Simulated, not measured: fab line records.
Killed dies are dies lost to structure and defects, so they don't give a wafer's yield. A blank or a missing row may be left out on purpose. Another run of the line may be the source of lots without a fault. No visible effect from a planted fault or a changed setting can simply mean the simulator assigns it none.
Split-lot study / flow n5 finfet / 39 wafers read from 7 lots, route of 1938 steps

## SPLIT DETAILS
At N5_BEOL_M5_TRENCH_ETCH_37 (etches SiCOH lowk in C4F6/O2, target depth 71.652 nm, time 24.7 s), the setting time s was moved away from the recipe's 24.7 s on 12 of the 39 wafers read, by -56.0% to +45.1%. All remaining wafers had this setting at the recipe value.

## FROM THE SPLIT TO THE READING: what the file shows between them, 8 steps
- N5_BEOL_M5_ETCH_41: etches SiCN in CH3F/O2, target depth 31.5 nm, time 56.7 s
- N5_BEOL_M5_STRIP_91: strips in N2/H2, time 10 s
- N5_BEOL_M5_OCD_MEAS_38
- N5_BEOL_M5_HM_STRIP_39: strips TiN in peroxide tin strip, target depth 25 nm, time 158 s
- N5_BEOL_M5_SRD_40: time 30 s
- N5_BEOL_M5_ECD_50: material Cu, target thk 300 nm
- N5_BEOL_M5_ANNEAL_51: time 90 s
- N5_BEOL_M5_CMP_52: polishes, stops on SiCOH lowk, t overpolish 6.9 s, target thk 62 nm

## THE READING
M5_THK, in nm, at N5_BEOL_M5_THK_MEAS_53 (measures by xrf). A value of 61.0 nm with a standard deviation of 1.8 nm is what fault-free wafers of this fab line usually give.

wafer=L075.1; tool, chamber at the split=rie diel-04, 2; time s as run, s=35.84; against the recipe=+45.1%; M5_THK, nm=95.4; against lot-mates on the recipe=+33.3
wafer=L075.2; tool, chamber at the split=rie diel-04, 3; time s as run, s=24.7; against the recipe=recipe; M5_THK, nm=61.6; against lot-mates on the recipe=-
wafer=L075.3; tool, chamber at the split=rie diel-04, 1; time s as run, s=35.84; against the recipe=+45.1%; M5_THK, nm=90.7; against lot-mates on the recipe=+28.6
wafer=L075.4; tool, chamber at the split=rie diel-04, 2; time s as run, s=24.7; against the recipe=recipe; M5_THK, nm=62.6; against lot-mates on the recipe=-
wafer=L075.5; tool, chamber at the split=rie diel-04, 3; time s as run, s=24.7; against the recipe=recipe; M5_THK, nm=62.1; against lot-mates on the recipe=-
wafer=L075.6; tool, chamber at the split=rie diel-04, 1; time s as run, s=35.84; against the recipe=+45.1%; M5_THK, nm=92.4; against lot-mates on the recipe=+30.3
wafer=L080.1; tool, chamber at the split=rie diel-01, 2; time s as run, s=34.31; against the recipe=+38.9%; M5_THK, nm=86.5; against lot-mates on the recipe=+25.7
wafer=L080.2; tool, chamber at the split=rie diel-01, 1; time s as run, s=24.7; against the recipe=recipe; M5_THK, nm=62.7; against lot-mates on the recipe=-
wafer=L080.3; tool, chamber at the split=rie diel-01, 0; time s as run, s=34.31; against the recipe=+38.9%; M5_THK, nm=89.7; against lot-mates on the recipe=+28.9
wafer=L080.4; tool, chamber at the split=rie diel-01, 3; time s as run, s=34.31; against the recipe=+38.9%; M5_THK, nm=89.5; against lot-mates on the recipe=+28.7
wafer=L080.5; tool, chamber at the split=rie diel-01, 1; time s as run, s=24.7; against the recipe=recipe; M5_THK, nm=60.1; against lot-mates on the recipe=-
wafer=L080.6; tool, chamber at the split=rie diel-01, 2; time s as run, s=24.7; against the recipe=recipe; M5_THK, nm=59.7; against lot-mates on the recipe=-
wafer=L081.1; tool, chamber at the split=rie diel-03, 0; time s as run, s=24.7; against the recipe=recipe; M5_THK, nm=58.8; against lot-mates on the recipe=-
wafer=L081.2; tool, chamber at the split=rie diel-03, 3; time s as run, s=24.7; against the recipe=recipe; M5_THK, nm=61.3; against lot-mates on the recipe=-
wafer=L081.3; tool, chamber at the split=rie diel-03, 1; time s as run, s=24.7; against the recipe=recipe; M5_THK, nm=58.7; against lot-mates on the recipe=-
wafer=L081.4; tool, chamber at the split=rie diel-03, 2; time s as run, s=24.7; against the recipe=recipe; M5_THK, nm=58.3; against lot-mates on the recipe=-
wafer=L081.5; tool, chamber at the split=rie diel-03, 1; time s as run, s=24.7; against the recipe=recipe; M5_THK, nm=58.0; against lot-mates on the recipe=-
wafer=L081.6; tool, chamber at the split=rie diel-03, 0; time s as run, s=24.7; against the recipe=recipe; M5_THK, nm=60.3; against lot-mates on the recipe=-
wafer=L082.1; tool, chamber at the split=rie diel-04, 1; time s as run, s=24.7; against the recipe=recipe; M5_THK, nm=59.0; against lot-mates on the recipe=-
wafer=L082.2; tool, chamber at the split=rie diel-04, 2; time s as run, s=34.27; against the recipe=+38.7%; M5_THK, nm=90.7; against lot-mates on the recipe=+30.6
wafer=L082.3; tool, chamber at the split=rie diel-04, 3; time s as run, s=34.27; against the recipe=+38.7%; M5_THK, nm=88.9; against lot-mates on the recipe=+28.8
wafer=L082.4; tool, chamber at the split=rie diel-04, 0; time s as run, s=24.7; against the recipe=recipe; M5_THK, nm=59.9; against lot-mates on the recipe=-
wafer=L082.5; tool, chamber at the split=rie diel-04, 0; time s as run, s=24.7; against the recipe=recipe; M5_THK, nm=61.5; against lot-mates on the recipe=-
wafer=L082.6; tool, chamber at the split=rie diel-04, 1; time s as run, s=34.27; against the recipe=+38.7%; M5_THK, nm=87.3; against lot-mates on the recipe=+27.2
wafer=L086.1; tool, chamber at the split=rie diel-01, 3; time s as run, s=24.7; against the recipe=recipe; M5_THK, nm=64.9; against lot-mates on the recipe=-
wafer=L086.2; tool, chamber at the split=rie diel-01, 1; time s as run, s=24.7; against the recipe=recipe; M5_THK, nm=62.7; against lot-mates on the recipe=-
wafer=L086.4; tool, chamber at the split=rie diel-01, 0; time s as run, s=24.7; against the recipe=recipe; M5_THK, nm=63.0; against lot-mates on the recipe=-
wafer=L088.1; tool, chamber at the split=rie diel-04, 3; time s as run, s=24.7; against the recipe=recipe; M5_THK, nm=62.1; against lot-mates on the recipe=-
wafer=L088.2; tool, chamber at the split=rie diel-04, 1; time s as run, s=24.7; against the recipe=recipe; M5_THK, nm=61.6; against lot-mates on the recipe=-
wafer=L088.3; tool, chamber at the split=rie diel-04, 0; time s as run, s=24.7; against the recipe=recipe; M5_THK, nm=60.7; against lot-mates on the recipe=-
wafer=L088.4; tool, chamber at the split=rie diel-04, 2; time s as run, s=24.7; against the recipe=recipe; M5_THK, nm=62.1; against lot-mates on the recipe=-
wafer=L088.5; tool, chamber at the split=rie diel-04, 0; time s as run, s=24.7; against the recipe=recipe; M5_THK, nm=60.6; against lot-mates on the recipe=-
wafer=L088.6; tool, chamber at the split=rie diel-04, 1; time s as run, s=24.7; against the recipe=recipe; M5_THK, nm=60.0; against lot-mates on the recipe=-
wafer=L095.1; tool, chamber at the split=rie diel-03, 3; time s as run, s=10.87; against the recipe=-56.0%; M5_THK, nm=21.4; against lot-mates on the recipe=-38.3
wafer=L095.2; tool, chamber at the split=rie diel-03, 1; time s as run, s=24.7; against the recipe=recipe; M5_THK, nm=58.6; against lot-mates on the recipe=-
wafer=L095.3; tool, chamber at the split=rie diel-03, 0; time s as run, s=10.87; against the recipe=-56.0%; M5_THK, nm=22.3; against lot-mates on the recipe=-37.4
wafer=L095.4; tool, chamber at the split=rie diel-03, 2; time s as run, s=10.87; against the recipe=-56.0%; M5_THK, nm=20.4; against lot-mates on the recipe=-39.3
wafer=L095.5; tool, chamber at the split=rie diel-03, 1; time s as run, s=24.7; against the recipe=recipe; M5_THK, nm=59.2; against lot-mates on the recipe=-
wafer=L095.6; tool, chamber at the split=rie diel-03, 0; time s as run, s=24.7; against the recipe=recipe; M5_THK, nm=61.4; against lot-mates on the recipe=-

THE FIT
A straight line over all 39 wafers: M5_THK changes by +0.711 nm for each +1% of time s; r = +1.00; the points scatter about the line by 1.7 nm.
The same after taking each lot's own level away (the mean of its wafers on the recipe; 39 wafers): +0.699 nm for each +1%; r = +1.00; scatter 1.3 nm.
The reading moves by 39 nm for the largest change in time s, on that fit.
Across the lots, their own levels run from 59.23 to 63.53 nm, a range of 2.4 times the standard deviation given above.
The two slopes agree, so the slope changes little with the lot-to-lot level.
Check: for one of the wafers moved furthest among these (-56.0%), held out of the fit, the line's prediction against its lot-mates is -39.1 nm. It came out at -38.3 nm against them.

## THE WHOLE CHAIN: every reading that the file lists as answering this split, in the file's order
step=N5_BEOL_M5_TRENCH_ETCH_37; what it does=etches SiCOH lowk in C4F6/O2, target depth 71.652 nm, time 24.7 s; reading=BEOL_M5.feature depth nm (the simulator's own value, which no gauge read); change (the file's fit)=+0.71 nm for each +1% of the setting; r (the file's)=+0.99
step=N5_BEOL_M5_TRENCH_ETCH_37; what it does=etches SiCOH lowk in C4F6/O2, target depth 71.652 nm, time 24.7 s; reading=etch.depth nm (the simulator's own value, which no gauge read); change (the file's fit)=+0.71 nm for each +1% of the setting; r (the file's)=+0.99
step=N5_BEOL_M5_TRENCH_ETCH_37; what it does=etches SiCOH lowk in C4F6/O2, target depth 71.652 nm, time 24.7 s; reading=TiN_of_BEOL_M5_HM_DEP_02.thk nm (the simulator's own value, which no gauge read); change (the file's fit)=-0.0214 nm for each +1% of the setting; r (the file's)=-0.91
step=N5_BEOL_M5_OCD_MEAS_38; what it does=; reading=trench depth nm; change (the file's fit)=+0.707 nm for each +1% of the setting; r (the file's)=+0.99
step=N5_BEOL_M5_CMP_52; what it does=polishes, stops on SiCOH lowk, t overpolish 6.9 s, target thk 62 nm; reading=Cu_of_BEOL_M5_ECD_50.thk nm (the simulator's own value, which no gauge read); change (the file's fit)=+0.706 nm for each +1% of the setting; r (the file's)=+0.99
step=N5_BEOL_M5_THK_MEAS_53; what it does=measures by xrf; reading=M5_THK; change (the file's fit)=+0.7 for each +1% of the setting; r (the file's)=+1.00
step=N5_BEOL_M5_RS_MEAS_57; what it does=measures by four-point-probe; reading=M5_RS; change (the file's fit)=not straight: 1.545 at the lowest setting, 0.392 at the recipe, 0.239 at the highest; r (the file's)=not given

## FILE'S OWN FIT
M5_THK changes by +0.7 nm for each +1% of time s, r = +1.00.
